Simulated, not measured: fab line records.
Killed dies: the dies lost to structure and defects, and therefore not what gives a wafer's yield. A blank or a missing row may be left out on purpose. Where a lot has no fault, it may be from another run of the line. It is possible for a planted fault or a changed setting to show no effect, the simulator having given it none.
One fault seen from 2 desks || flow n5 finfet || each desk holds nothing but its own numbers, with what lay behind them at the end

METROLOGY DESK
Means of the sampled wafers that have a number, per lot and without regard to the tool the lot ran on: this is what the gauges read. If a lot's mean is further than 4 standard deviations from the usual mean, the lot is out of limits and carries the mark OUT (the distance appears in the brackets). 7 of its 12 readings are shown, namely those furthest out on some lot.
Columns: A = M4_OVL at N5_BEOL_M4_OVL_MEAS_12, usual -0.4 nm; B = DIBL_N at N5_BEOL_M4_RC_MEAS_101, usual 37.4 mV/V; C = DIBL_P at N5_BEOL_M4_RC_MEAS_101, usual 37.8 mV/V; D = IOFF_P at N5_BEOL_M4_RC_MEAS_101, usual 0.24 nA/um; E = ION_P at N5_BEOL_M4_RC_MEAS_101, usual 467 uA/um; F = SS_P at N5_BEOL_M4_RC_MEAS_101, usual 73.6 mV/dec; G = VT_P at N5_BEOL_M4_RC_MEAS_101, usual -248 mV
{"lot": "L156", "first seen here": "day 7 06:24", "A": 0.2, "B": 36.2, "C": 37.3, "D": 0.23, "E": 457, "F": 74.0, "G": -249}
{"lot": "L157", "first seen here": "day 7 11:29", "A": -0.7, "B": 37.8, "C": 38.8, "D": 0.28, "E": 477, "F": 72.9, "G": -244}
{"lot": "L159", "first seen here": "day 8 05:05", "A": -0.7, "B": 36.2, "C": 36.8, "D": 0.21, "E": 460, "F": 73.5, "G": -250}
{"lot": "L163", "first seen here": "day 9 13:01", "A": -0.5, "B": 37.8, "C": 38.4, "D": 0.21, "E": 458, "F": 74.0, "G": -254}
{"lot": "L165", "first seen here": "day 9 13:04", "A": 0.3, "B": 38.3, "C": 38.9, "D": 0.25, "E": 461, "F": 73.5, "G": -247}
{"lot": "L168", "first seen here": "day 10 21:53", "A": -0.3, "B": 40.4, "C": 42.0, "D": 0.31, "E": 474, "F": 74.5, "G": -246}
{"lot": "L173", "first seen here": "day 11 23:31", "A": -0.5, "B": 39.4, "C": 41.0, "D": 0.32, "E": 467, "F": 74.1, "G": -244}
{"lot": "L176", "first seen here": "day 12 15:05", "A": -0.4, "B": 36.9, "C": 37.0, "D": 0.28, "E": 489, "F": 73.8, "G": -243}
{"lot": "L177", "first seen here": "day 13 04:08", "A": 0.0, "B": 33.4, "C": 33.8, "D": 0.18, "E": 462, "F": 72.3, "G": -251}
{"lot": "L178", "first seen here": "day 13 12:04", "A": -1.3, "B": 35.6, "C": 36.6, "D": 0.21, "E": 454, "F": 73.0, "G": -251}
{"lot": "L179", "first seen here": "day 14 10:37", "A": -0.3, "B": 34.1, "C": 34.9, "D": 0.22, "E": 476, "F": 73.1, "G": -247}
This desk's finding: nothing out of limits on any of the 11 lots.

THE TOOL OWNER'S DESK: litho track-02
The tool's own readings at N5_BEOL_M4_COAT_05 (resist thk 30 nm): means of the sampled wafers that have a number, for each lot that ran on this tool. If a lot's mean is further than 4 standard deviations from the usual mean, the lot is out of limits and carries the mark OUT (the distance appears in the brackets).
Columns: A = spin speed rpm at N5_BEOL_M4_COAT_05, usual 1499.8 rpm
{"lot": "L156", "first seen here": "day 7 06:01", "A": 1499.7}
{"lot": "L163", "first seen here": "day 9 12:38", "A": "2110.6 (+99 or more) OUT"}
{"lot": "L165", "first seen here": "day 9 12:46", "A": "2110.9 (+99 or more) OUT"}
{"lot": "L178", "first seen here": "day 13 11:49", "A": 1500.7}
Finding of this desk: L163, L165 out of limits; the first was L163 at day 9 12:38, on spin speed rpm at N5_BEOL_M4_COAT_05. L156, L178 stayed within limits.

TAKEN TOGETHER
The tool owner's desk could have raised an alarm at day 9 12:38, on L163, L165.
The metrology desk saw nothing out of limits.
The metrology desk holds a record of L163, L165, inside its limits.
On litho track-02, each named lot ran N5_BEOL_M4_COAT_05.

WHAT WAS PUT IN BY THE SIMULATOR
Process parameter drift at N5_BEOL_M4_COAT_05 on litho track-02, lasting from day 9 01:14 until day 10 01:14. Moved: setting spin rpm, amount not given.
Lots struck among those shown: L163, L165.
Each desk's first reading out of limits, in hours after the fault started: the tool owner's desk, 11.
